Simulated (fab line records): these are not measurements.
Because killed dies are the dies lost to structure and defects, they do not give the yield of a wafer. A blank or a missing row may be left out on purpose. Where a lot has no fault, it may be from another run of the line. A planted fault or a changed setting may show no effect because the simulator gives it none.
fab line records + flow nandHarc
record:
- lots: 13
- wafers: 39
- lastDay: 26
route steps=1159 shown P_ZERO_WELL@67 P_GATE@124 END@1159
lots untouched by any fault: they come from a run of this same line in which no faults occurred
startH: hours from the record's first day to the start of the lot's first wafer shown + waitH: how many hours have passed since the lot's step before this one + " the same as in the row above + L1.1+2: a single row standing in for several wafers + - no value, or no start was given + * or withheld: withheld + < > ~ a bound
route shown NAME@n: a module of which the file shows steps, and the number in the route of the first + usual: the fault-free wafers' mean and standard deviation + same: alike in all rows + chamber/n: place in a boat + sites: each site's reading + _std_site: how widely they spread, as a standard deviation + _edge_site: the outer-site mean with the inner-site mean subtracted + radiusMm: for every site, how far away it sits from the centre of the wafer + mask NAME#n: copy n + behind: the most recent tool/chamber to have shaped the wafer + hold: cause of the lot's hold/its duration in hours/its outcome + device: whichever transistor did not switch (one of n, p or np) + end of line: at the end of the route, the tests of the same wafers + for a step that has no rows: nothing shown but its recipe + killed: count of dies lost to structure and defects at first sort (not the wafer's yield) + map: a wafer's dies, x killed, . not, _ none there
set.NAME: the setting the step ran with; set.NAME@STEP: the setting that earlier step ran with + model.NAME: the simulator's own value behind a step, which no gauge read
steps of the route over a sample of lots; a table a step, a row a wafer
services: the hour from which a tool's chamber was out of use, counted from the record's first day as startH (under 0 if before that day), plus the number of hours and why
== steps ==
step: NHARC_P_ZERO_WELL_RTA_42
recipe:
- tempC: 1100
- timeS: 300
usual:
- lampPowerPct: 38.4/1.1
- wafer_temp_C_max: 1106.7/1.1
| lot.wafer | tool         | chamber | startH | waitH | lampPowerPct | wafer_temp_C_max |
|-----------|--------------|---------|--------|-------|--------------|------------------|
| L269.3    | rtpAnneal-01 | 0       | 19.16  | -     | 39.2         | 1107.0           |
| L269.4    | "            | 0       | "      | "     | 39.3         | 1105.4           |
| L269.5    | "            | 0       | "      | "     | 39.3         | 1105.2           |
| L270.3    | rtpAnneal-02 | 0       | 25.04  | -     | 37.2         | 1108.0           |
| L270.4    | "            | 0       | "      | "     | 37.2         | 1105.5           |
| L270.5    | "            | 0       | "      | "     | 37.2         | 1105.8           |
| L271.1    | rtpAnneal-01 | 0       | 30.93  | -     | 39.3         | 1105.4           |
| L271.3    | "            | 0       | "      | "     | 39.4         | 1108.8           |
| L271.4    | "            | 0       | "      | "     | 39.4         | 1104.7           |
| L273.1    | rtpAnneal-02 | 0       | 42.99  | -     | 37.3         | 1105.2           |
| L273.2    | "            | 0       | "      | "     | 37.2         | 1106.5           |
| L273.4    | "            | 0       | "      | "     | 37.3         | 1106.9           |
| L275.2    | rtpAnneal-01 | 0       | 55.10  | -     | 39.4         | 1106.0           |
| L275.3    | "            | 0       | "      | "     | 39.4         | 1106.4           |
| L275.5    | "            | 0       | "      | "     | 39.4         | 1106.6           |
| L276.4    | rtpAnneal-02 | 0       | 62.22  | -     | 37.3         | 1107.9           |
| L276.5    | "            | 0       | "      | "     | 37.3         | 1108.0           |
| L276.6    | "            | 0       | "      | "     | 37.2         | 1107.4           |
| L277.3    | rtpAnneal-01 | 0       | 67.13  | -     | 39.4         | 1105.5           |
| L277.5    | "            | 0       | "      | "     | 39.4         | 1106.0           |
| L277.6    | "            | 0       | "      | "     | 39.3         | 1107.6           |
| L281.2    | rtpAnneal-01 | 0       | 91.12  | -     | 39.3         | 1105.0           |
| L281.3    | "            | 0       | "      | "     | 39.3         | 1106.4           |
| L281.6    | "            | 0       | "      | "     | 39.3         | 1107.9           |
| L282.2    | rtpAnneal-02 | 0       | 96.99  | -     | 37.3         | 1106.2           |
| L282.4    | "            | 0       | "      | "     | 37.2         | 1107.5           |
| L282.6    | "            | 0       | "      | "     | 37.2         | 1106.9           |
| L288.1    | rtpAnneal-02 | 0       | 133.05 | -     | 37.3         | 1106.9           |
| L288.2    | "            | 0       | "      | "     | 37.2         | 1105.3           |
| L288.5    | "            | 0       | "      | "     | 37.3         | 1107.3           |
| L289.1    | rtpAnneal-01 | 0       | 138.80 | -     | 39.3         | 1104.8           |
| L289.2    | "            | 0       | "      | "     | 39.4         | 1109.6           |
| L289.3    | "            | 0       | "      | "     | 39.4         | 1107.7           |
| L291.2    | rtpAnneal-02 | 0       | 150.87 | -     | 37.2         | 1107.5           |
| L291.3    | "            | 0       | "      | "     | 37.3         | 1107.9           |
| L291.6    | "            | 0       | "      | "     | 37.3         | 1107.9           |
| L292.2    | rtpAnneal-02 | 0       | 157.15 | -     | 37.1         | 1105.7           |
| L292.4    | "            | 0       | "      | "     | 37.2         | 1106.9           |
| L292.6    | "            | 0       | "      | "     | 37.2         | 1108.6           |
step: NHARC_P_GATE_DESCUM_13
recipe:
- timeS: 3
- o2FlowSccm: 200
- arFlowSccm: 0
- biasPowerW: 0
- chemistry: O2
usual:
- drypumpMotorCurrentA: 5.8/0.54
- mfcArSccm: 0.011/0.011
- oesProductAu: 1.002/0.0088
- rfVppV: 57.8/0.91
- showerheadPlenumPTorr: 1.90/0.064
- throttleValvePct: 11.311/0.0083
| lot.wafer | tool       | chamber | startH | waitH | drypumpMotorCurrentA | mfcArSccm | oesProductAu | rfHoursCounterH | rfVppV | showerheadPlenumPTorr | throttleValvePct |
|-----------|------------|---------|--------|-------|----------------------|-----------|--------------|-----------------|--------|-----------------------|------------------|
| L269.3    | rieDiel-01 | 0       | 73.56  | -     | 5.6                  | 0         | 1.003        | 17              | 58.9   | 1.91                  | 11.314           |
| L269.5    | "          | 0       | "      | "     | 5.6                  | 0         | 1.004        | -               | 58.0   | 1.91                  | 11.305           |
| L269.4    | "          | 3       | "      | "     | 6.2                  | 0.006     | 1.008        | -               | 58.3   | 1.87                  | 11.312           |
| L270.4    | rieDiel-02 | 1       | 78.99  | -     | 6.7                  | 0.035     | 1.003        | 37              | 57.0   | 1.90                  | 11.299           |
| L270.3    | "          | 3       | "      | "     | 6.1                  | 0.024     | 0.998        | 35              | 58.0   | 2.02                  | 11.304           |
| L270.5    | "          | 0       | "      | "     | 6.6                  | 0.024     | 1.001        | -               | 58.4   | 1.89                  | 11.314           |
| L271.1    | rieDiel-01 | 2       | 86.60  | -     | 5.1                  | 0         | 1.005        | 22              | 57.2   | 1.87                  | 11.332           |
| L271.4    | "          | 0       | "      | "     | 5.6                  | 0         | 0.995        | 20              | 59.1   | 1.91                  | 11.321           |
| L271.3    | "          | 1       | "      | "     | 5.4                  | 0.013     | 0.990        | 21              | 56.5   | 2.01                  | 11.312           |
| L273.2    | rieDiel-01 | 2       | 95.94  | -     | 5.1                  | 0         | 1.003        | 23              | 59.2   | 1.87                  | 11.317           |
| L273.1    | "          | 3       | "      | "     | 6.2                  | 0.006     | 0.997        | 24              | 56.1   | 1.87                  | 11.316           |
| L273.4    | "          | 1       | "      | "     | 5.4                  | 0.013     | 0.979        | 23              | 58.8   | 2.01                  | 11.302           |
| L275.3    | rieDiel-12 | 0       | 108.39 | -     | 6.7                  | 0.030     | 1.006        | 25              | 58.3   | 1.90                  | 11.315           |
| L275.2    | "          | 1       | "      | "     | 5.3                  | 0.019     | 1.016        | 30              | 59.6   | 1.98                  | 11.311           |
| L275.5    | "          | 2       | "      | "     | 5.7                  | 0         | 1.009        | -               | 57.6   | 1.84                  | 11.306           |
| L276.4    | rieDiel-12 | 1       | 121.35 | -     | 5.4                  | 0.019     | 1.006        | 33              | 57.9   | 1.97                  | 11.320           |
| L276.5    | "          | 0       | "      | "     | 6.6                  | 0.030     | 0.998        | -               | 59.2   | 1.90                  | 11.309           |
| L276.6    | "          | 1       | "      | "     | 5.4                  | 0.019     | 1.016        | -               | 57.1   | 1.97                  | 11.307           |
| L277.3    | rieDiel-02 | 1       | 121.52 | -     | 6.7                  | 0.035     | 1.012        | 52              | 57.4   | 1.89                  | 11.308           |
| L277.6    | "          | 2       | "      | "     | 5.4                  | 0.006     | 1.006        | -               | 57.4   | 1.78                  | 11.289           |
| L277.5    | "          | 3       | "      | "     | 6.2                  | 0.024     | 1.007        | -               | 59.8   | 2.01                  | 11.312           |
| L281.2    | rieDiel-01 | 3       | 149.70 | -     | 6.2                  | 0.006     | 0.997        | 1               | 57.1   | 1.87                  | 11.315           |
| L281.3    | "          | 1       | "      | "     | 5.4                  | 0.013     | 0.998        | 0               | 58.8   | 2.01                  | 11.309           |
| L281.6    | "          | 2       | "      | "     | 5.1                  | 0         | 1.003        | -               | 59.2   | 1.86                  | 11.315           |
| L282.4    | rieDiel-12 | 0       | 149.89 | -     | 6.7                  | 0.030     | 1.007        | 34              | 57.3   | 1.90                  | 11.319           |
| L282.2    | "          | 1       | "      | "     | 5.4                  | 0.019     | 1.024        | 40              | 59.0   | 1.97                  | 11.321           |
| L282.6    | "          | 0       | "      | "     | 6.7                  | 0.030     | 1.002        | -               | 58.3   | 1.90                  | 11.318           |
| L288.1    | rieDiel-01 | 0       | 192.17 | -     | 5.6                  | 0         | 0.996        | 9               | 58.5   | 1.91                  | 11.308           |
| L288.2    | "          | 1       | "      | "     | 5.4                  | 0.013     | 1.008        | 10              | 59.0   | 2.01                  | 11.304           |
| L288.5    | "          | 1       | "      | "     | 5.4                  | 0.013     | 1.004        | -               | 56.6   | 2.01                  | 11.305           |
| L289.1    | rieDiel-02 | 3       | 192.33 | -     | 6.1                  | 0.024     | 0.992        | 12              | 57.6   | 2.00                  | 11.298           |
| L289.2    | "          | 1       | "      | "     | 6.7                  | 0.035     | 1.002        | 11              | 57.0   | 1.89                  | 11.317           |
| L289.3    | "          | 2       | "      | "     | 5.4                  | 0.006     | 1.015        | 11              | 55.4   | 1.77                  | 11.308           |
| L291.3    | rieDiel-01 | 1       | 209.90 | -     | 5.4                  | 0.013     | 1.017        | 15              | 58.2   | 2.01                  | 11.290           |
| L291.2    | "          | 0       | "      | "     | 5.6                  | 0         | 0.999        | 15              | 56.1   | 1.90                  | 11.323           |
| L291.6    | "          | 2       | "      | "     | 5.1                  | 0         | 1.009        | -               | 56.8   | 1.86                  | 11.314           |
| L292.2    | rieDiel-02 | 3       | 210.10 | -     | 6.1                  | 0.024     | 1.001        | 19              | 59.0   | 2.00                  | 11.301           |
| L292.4    | "          | 0       | "      | "     | 6.5                  | 0.024     | 0.993        | 20              | 56.7   | 1.87                  | 11.318           |
| L292.6    | "          | 2       | "      | "     | 5.4                  | 0.006     | 0.998        | -               | 56.8   | 1.77                  | 11.322           |
step: NHARC_P_GATE_EXPOSE_23
recipe:
- na: 1.35
- targetCdNm: 120
- doseMj: 93.91
- maskId: P_GATE
| lot.wafer  | tool           | chamber | startH | waitH | mask        |
|------------|----------------|---------|--------|-------|-------------|
| L269.3+4+5 | arfiScanner-03 | 0       | 89.98  | -     | P_GATE#0    |
| L270.3+4+5 | arfiScanner-03 | 0       | 94.41  | -     | P_GATE#0    |
| L271.1+3+4 | arfiScanner-02 | 0       | 99.97  | -     | P_GATE#0    |
| L273.1+2+4 | arfiScanner-02 | 0       | 110.21 | -     | P_GATE#0    |
| L275.2+3+5 | arfiScanner-02 | 0       | 124.53 | -     | P_GATE#0    |
| L277.3+5+6 | arfiScanner-03 | 0       | 135.03 | -     | P_GATE#0    |
| L276.4+5+6 | arfiScanner-02 | 0       | 135.19 | -     | P_GATE#0    |
| L281.2+3+6 | arfiScanner-02 | 0       | 163.49 | -     | P_GATE_R1#0 |
| L282.2+4+6 | arfiScanner-03 | 0       | 163.96 | -     | P_GATE#0    |
| L288.1+2+5 | arfiScanner-01 | 0       | 205.68 | -     | P_GATE#0    |
| L289.1+2+3 | arfiScanner-03 | 0       | 205.85 | -     | P_GATE#0    |
| L292.2+4+6 | arfiScanner-01 | 0       | 224.15 | -     | P_GATE#0    |
| L291.2+3+6 | arfiScanner-02 | 0       | 224.49 | -     | P_GATE#0    |
step: NHARC_P_GATE_CD_MEAS_26
recipe:
- targetCdNm: 120
- landingEnergyEv: 500
usual:
- cdNm: 119.8/0.53
| lot.wafer | tool     | chamber | startH | waitH | cdNm  |
|-----------|----------|---------|--------|-------|-------|
| L269.3    | cdSem-03 | 0       | 90.11  | -     | 120.4 |
| L269.4    | "        | 0       | "      | "     | 120.1 |
| L269.5    | "        | 0       | "      | "     | 120.5 |
| L270.3    | cdSem-01 | 0       | 94.55  | -     | 119.8 |
| L270.4    | "        | 0       | "      | "     | 119.9 |
| L270.5    | "        | 0       | "      | "     | 119.9 |
| L271.1    | cdSem-03 | 0       | 100.11 | -     | 119.9 |
| L271.3    | "        | 0       | "      | "     | 119.6 |
| L271.4    | "        | 0       | "      | "     | 119.7 |
| L273.1    | cdSem-03 | 0       | 110.35 | -     | 119.5 |
| L273.2    | "        | 0       | "      | "     | 119.5 |
| L273.4    | "        | 0       | "      | "     | 119.9 |
| L275.2    | cdSem-03 | 0       | 124.66 | -     | 120.2 |
| L275.3    | "        | 0       | "      | "     | 119.7 |
| L275.5    | "        | 0       | "      | "     | 119.7 |
| L277.3    | cdSem-02 | 0       | 135.17 | -     | 120.5 |
| L277.5    | "        | 0       | "      | "     | 120.6 |
| L277.6    | "        | 0       | "      | "     | 120.3 |
| L276.4    | cdSem-01 | 0       | 135.33 | -     | 119.4 |
| L276.5    | "        | 0       | "      | "     | 120.2 |
| L276.6    | "        | 0       | "      | "     | 120.1 |
| L281.2    | cdSem-03 | 0       | 163.64 | -     | 107.3 |
| L281.3    | "        | 0       | "      | "     | 108.1 |
| L281.6    | "        | 0       | "      | "     | 108.2 |
| L282.2    | cdSem-03 | 0       | 164.10 | -     | 119.6 |
| L282.4    | "        | 0       | "      | "     | 119.3 |
| L282.6    | "        | 0       | "      | "     | 119.6 |
| L288.1    | cdSem-03 | 0       | 205.82 | -     | 119.3 |
| L288.2    | "        | 0       | "      | "     | 120.0 |
| L288.5    | "        | 0       | "      | "     | 120.3 |
| L289.1    | cdSem-03 | 0       | 205.99 | -     | 119.0 |
| L289.2    | "        | 0       | "      | "     | 119.0 |
| L289.3    | "        | 0       | "      | "     | 119.1 |
| L292.2    | cdSem-01 | 0       | 224.29 | -     | 120.0 |
| L292.4    | "        | 0       | "      | "     | 119.7 |
| L292.6    | "        | 0       | "      | "     | 119.2 |
| L291.2    | cdSem-02 | 0       | 224.63 | -     | 120.5 |
| L291.3    | "        | 0       | "      | "     | 119.3 |
| L291.6    | "        | 0       | "      | "     | 120.2 |
step: NHARC_P_GATE_DEGAS_109
recipe:
- tempC: 300
- timeS: 60
usual:
- heaterPowerW: 480/62
| lot.wafer | tool          | chamber | startH | waitH | heaterPowerW |
|-----------|---------------|---------|--------|-------|--------------|
| L269.3    | pvdSputter-02 | -       | 107.90 | 0.1   | 419          |
| L269.4    | "             | -       | "      | "     | 636          |
| L269.5    | "             | -       | "      | "     | 430          |
| L270.3    | pvdSputter-02 | -       | 113.17 | 0.1   | 479          |
| L270.4    | "             | -       | "      | "     | 435          |
| L270.5    | "             | -       | "      | "     | 486          |
| L271.3    | pvdSputter-03 | -       | 117.88 | 0.1   | 525          |
| L271.1    | "             | -       | "      | "     | 477          |
| L271.4    | "             | -       | "      | "     | 419          |
| L273.1    | pvdSputter-01 | -       | 128.08 | 0.1   | 501          |
| L273.2    | "             | -       | "      | "     | 456          |
| L273.4    | "             | -       | "      | "     | 492          |
| L275.3    | pvdSputter-01 | -       | 142.49 | 0.1   | 485          |
| L275.2    | "             | -       | "      | "     | 498          |
| L275.5    | "             | -       | "      | "     | 480          |
| L276.4    | pvdSputter-03 | -       | 153.10 | 0.1   | 518          |
| L276.6    | "             | -       | "      | "     | 478          |
| L276.5    | "             | -       | "      | "     | 410          |
| L277.3    | pvdSputter-02 | -       | 159.38 | 0.1   | 402          |
| L277.5    | "             | -       | "      | "     | 482          |
| L277.6    | "             | -       | "      | "     | 413          |
| L282.4    | pvdSputter-03 | -       | 182.19 | 0.1   | 414          |
| L282.2    | "             | -       | "      | "     | 480          |
| L282.6    | "             | -       | "      | "     | 524          |
| L281.2    | pvdSputter-03 | -       | 183.51 | 0.1   | 458          |
| L281.3    | "             | -       | "      | "     | 422          |
| L281.6    | "             | -       | "      | "     | 454          |
| L288.1    | pvdSputter-03 | -       | 223.99 | 0.1   | 526          |
| L288.2    | "             | -       | "      | "     | 480          |
| L288.5    | "             | -       | "      | "     | 517          |
| L289.2    | pvdSputter-03 | -       | 224.27 | 0.1   | 462          |
| L289.3    | "             | -       | "      | "     | 479          |
| L289.1    | "             | -       | "      | "     | 410          |
| L292.4    | pvdSputter-02 | -       | 241.86 | 0.1   | 627          |
| L292.2    | "             | -       | "      | "     | 409          |
| L292.6    | "             | -       | "      | "     | 471          |
| L291.2    | pvdSputter-03 | -       | 242.24 | 0.1   | 457          |
| L291.3    | "             | -       | "      | "     | 468          |
| L291.6    | "             | -       | "      | "     | 537          |
step: NHARC_END_SORT_01
recipe:
- tempC: 25
usual:
- killedAtArray: 27/11
- killedAtOther: 0.6/1
- killedAtPeriphery: 3.0/2.1
- killedDies: 31/12
- killedOpen: 3.2/1.7
- killedShort: 1.7/1.4
same:
- grossDies: 677
| lot.wafer | tool      | chamber | startH | waitH | killedAtArray | killedAtOther | killedAtPeriphery | killedDies | killedOpen | killedShort |
|-----------|-----------|---------|--------|-------|---------------|---------------|-------------------|------------|------------|-------------|
| L281.3    | prober-01 | 0       | 520.85 | 3.1   | 35            | 0             | 4                 | 39         | 0          | 0           |
| L281.6    | prober-01 | 0       | 523.29 | 4.1   | 46            | 0             | 8                 | 54         | 4          | 5           |
killed by level:class
L281.3 A_SLIT:chamberFilmFlake=17 A_CHANNEL_HOLE_D1:chamberFilmFlake=10 A_STAIRCASE:chamberFilmFlake=5 A_CONTACT:chamberFilmFlake=3 P_GATE:chamberFilmFlake=2 P_ZERO_WELL:chamberFilmFlake=1 P_GATE:areaExpose=1
L281.6 A_CHANNEL_HOLE_D1:chamberFilmFlake=18 A_SLIT:chamberFilmFlake=13 A_STAIRCASE:chamberFilmFlake=4 A_CONTACT:chamberFilmFlake=4 P_GATE:areaExpose=3 A_WL_FILL:geometricParticle:short=2 P_GATE:chamberFilmFlake=2 P_CONTACT:geometricParticle:short=1
== services ==
| tool           | chamber | startH | hours | kind   |
|----------------|---------|--------|-------|--------|
| rieDiel-02     | 2       | 1.50   | 8.4   | repair |
| rieDiel-01     | -       | 12.68  | 0.3   | repair |
| pvdSputter-02  | -       | 36.00  | 10.0  | pm     |
| arfiScanner-03 | -       | 37.89  | 0.4   | repair |
| rieDiel-02     | 0       | 40.60  | 5.6   | repair |
| rieDiel-01     | -       | 56.73  | 0.3   | repair |
| arfiScanner-03 | -       | 65.29  | 0.8   | repair |
| rieDiel-01     | 1       | 70.70  | 4.6   | repair |
| pvdSputter-03  | -       | 74.40  | 3.8   | repair |
| arfiScanner-02 | -       | 84.00  | 4.0   | pm     |
| arfiScanner-02 | -       | 93.01  | 0.3   | repair |
| pvdSputter-03  | -       | 102.09 | 10.0  | pm     |
| pvdSputter-02  | -       | 134.85 | 0.8   | repair |
| arfiScanner-03 | -       | 137.43 | 0.4   | repair |
| rieDiel-01     | -       | 137.80 | 9.0   | pm     |
| arfiScanner-03 | -       | 140.00 | 4.0   | pm     |
| arfiScanner-02 | -       | 148.52 | 0.8   | repair |
| rieDiel-02     | -       | 150.78 | 9.0   | pm     |
| arfiScanner-02 | -       | 156.64 | 0.9   | repair |
| pvdSputter-03  | -       | 173.10 | 4.6   | repair |
| rieDiel-01     | 3       | 204.20 | 3.6   | repair |
| pvdSputter-02  | -       | 214.00 | 10.0  | pm     |
| rieDiel-01     | 1       | 216.27 | 6.4   | repair |
| rieDiel-02     | 0       | 229.12 | 7.9   | repair |
== key ==
firstSign:
- step: NHARC_P_GATE_EXPOSE_23
- reading: mask
- direction: changed
effect:
- step: NHARC_P_GATE_CD_MEAS_26
- reading: cdNm
- direction: down
- sigmas: 22
- usual: 119.8
- struck: 107.9
metAt NHARC_P_GATE_EXPOSE_23
struckLots L281
testerLeftOut L281
notActingAt NHARC_P_ZERO_WELL_RTA_42,NHARC_P_GATE_DESCUM_13,NHARC_P_GATE_DEGAS_109
onsetBetween 135.19 163.49
fault:
- kind: wrongMask
- tool: any
- chamber: -
- onsetH: 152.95
- steps: NHARC_P_GATE_EXPOSE_23
- auxCopy: P_GATE_R1#0
- cdOffsetNm: -11.707
- scope: struckLotsOnly
testerLeftOut: of these lots the tester's yield and bins aren't shown, on N5 and GAA mostly nor the transistor test; their killed dies are dies lost to structure and defects alone, not to doping, threshold or leakage, so they don't give the yield
